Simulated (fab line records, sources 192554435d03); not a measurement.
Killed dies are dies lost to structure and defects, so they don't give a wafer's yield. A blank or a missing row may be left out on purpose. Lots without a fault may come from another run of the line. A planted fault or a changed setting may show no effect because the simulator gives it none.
Split-lot experiment | flow n5_finfet | 7 lots, 21 wafers read, on a route of 1938 steps

THE SPLIT
At N5_SD_EPI_N_COAT_33 (time 60 s, resist thk 35 nm), the setting spin_rpm was moved away from the recipe's 1500 rpm on 5 of the 21 wafers read, by -8.3% to +7.8%. The other wafers ran this setting at the recipe's value.

The reading is taken at the split's own step.

THE READING
SiARC_of_SD_EPI_N_COAT_33.thk_nm (the simulator's own value, which no gauge read), in nm, at N5_SD_EPI_N_COAT_33 (time 60 s, resist thk 35 nm). The file gives no usual value for it. The 16 wafers here that ran the recipe average 35.1 nm, standard deviation 0.1 nm.

wafer  | tool, chamber at the split | spin_rpm as run, rpm | against the recipe | SiARC_of_SD_EPI_N_COAT_33.thk_nm, nm | against lot-mates on the recipe
L075.2 | litho_track-02, 0          | 1500                 | recipe             | 35                                   | -
L075.3 | litho_track-02, 0          | 1500                 | recipe             | 35.2                                 | -
L075.6 | litho_track-02, 0          | 1556                 | +3.7%              | 34.4                                 | -0.7
L076.3 | litho_track-05, 0          | 1500                 | recipe             | 35                                   | -
L076.4 | litho_track-05, 0          | 1617                 | +7.8%              | 33.6                                 | -1.5
L076.5 | litho_track-05, 0          | 1500                 | recipe             | 35.2                                 | -
L080.2 | litho_track-05, 0          | 1500                 | recipe             | 35                                   | -
L080.5 | litho_track-05, 0          | 1500                 | recipe             | 35                                   | -
L080.6 | litho_track-05, 0          | 1500                 | recipe             | 35.2                                 | -
L081.2 | litho_track-05, 0          | 1500                 | recipe             | 35.2                                 | -
L081.6 | litho_track-05, 0          | 1500                 | recipe             | 35.2                                 | -
L081.5 | litho_track-05, 0          | 1500                 | recipe             | 35                                   | -
L084.3 | litho_track-04, 0          | 1500                 | recipe             | 35.2                                 | -
L084.6 | litho_track-04, 0          | 1500                 | recipe             | 35.2                                 | -
L084.5 | litho_track-04, 0          | 1500                 | recipe             | 35                                   | -
L085.2 | litho_track-05, 0          | 1575                 | +5.0%              | 34.2                                 | -0.8
L085.5 | litho_track-05, 0          | 1575                 | +5.0%              | 34.2                                 | -0.8
L085.3 | litho_track-05, 0          | 1500                 | recipe             | 35                                   | -
L093.1 | litho_track-05, 0          | 1500                 | recipe             | 35                                   | -
L093.3 | litho_track-05, 0          | 1376                 | -8.3%              | 36.6                                 | +1.5
L093.5 | litho_track-05, 0          | 1500                 | recipe             | 35.2                                 | -

THE FIT
A straight line over all 21 wafers: SiARC_of_SD_EPI_N_COAT_33.thk_nm changes by -0.185 nm for each +1% of spin_rpm; r = -0.99; the points scatter about the line by 0.093 nm.
The same after taking each lot's own level away (the mean of its wafers on the recipe; 21 wafers): -0.18 nm for each +1%; r = -0.99; scatter 0.095 nm.
On that fit, the largest move of spin_rpm shifts the reading by 1.5 nm.
The lots' own levels span 35.00 to 35.13 nm, that is 1.3 times the standard deviation above.
So the lot-to-lot level changes the slope little: the two slopes agree.
Check: with one of the wafers moved furthest among these (-8.3%) left out of the fit, the line predicts +1.49 nm for it against its lot-mates. It came out at +1.5 nm against them.

OTHER SPLITS ON THESE WAFERS
These wafers also went through other splits before the reading. Each is held against what the fit with the lots' levels taken away leaves over:
other split on the same wafers        | wafers away from the commonest value | r with SiARC_of_SD_EPI_N_COAT_33.thk_nm (lot level and that fit taken away)
N5_ZERO_LAYER_COAT_05 spin_rpm        | 9                                    | +0.53
N5_ZERO_LAYER_EXPOSE_08 dose_mj       | 5                                    | +0.05
N5_WELL_APT_EXPOSE_05 dose_mj         | 5                                    | -0.22
N5_WELL_APT_DESCUM_13 time_s          | 7                                    | -0.21
N5_FIN_SAQP_SPACER1_ALD_24 ald_cycles | 8                                    | -0.17
N5_FIN_CUT_COAT_02 spin_rpm           | 10                                   | -0.04
N5_DUMMY_GATE_COAT_28 spin_rpm        | 7                                    | -0.11

THE FILE'S OWN FIT
SiARC_of_SD_EPI_N_COAT_33.thk_nm changes by -0.183 nm for each +1% of spin_rpm, r = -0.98.
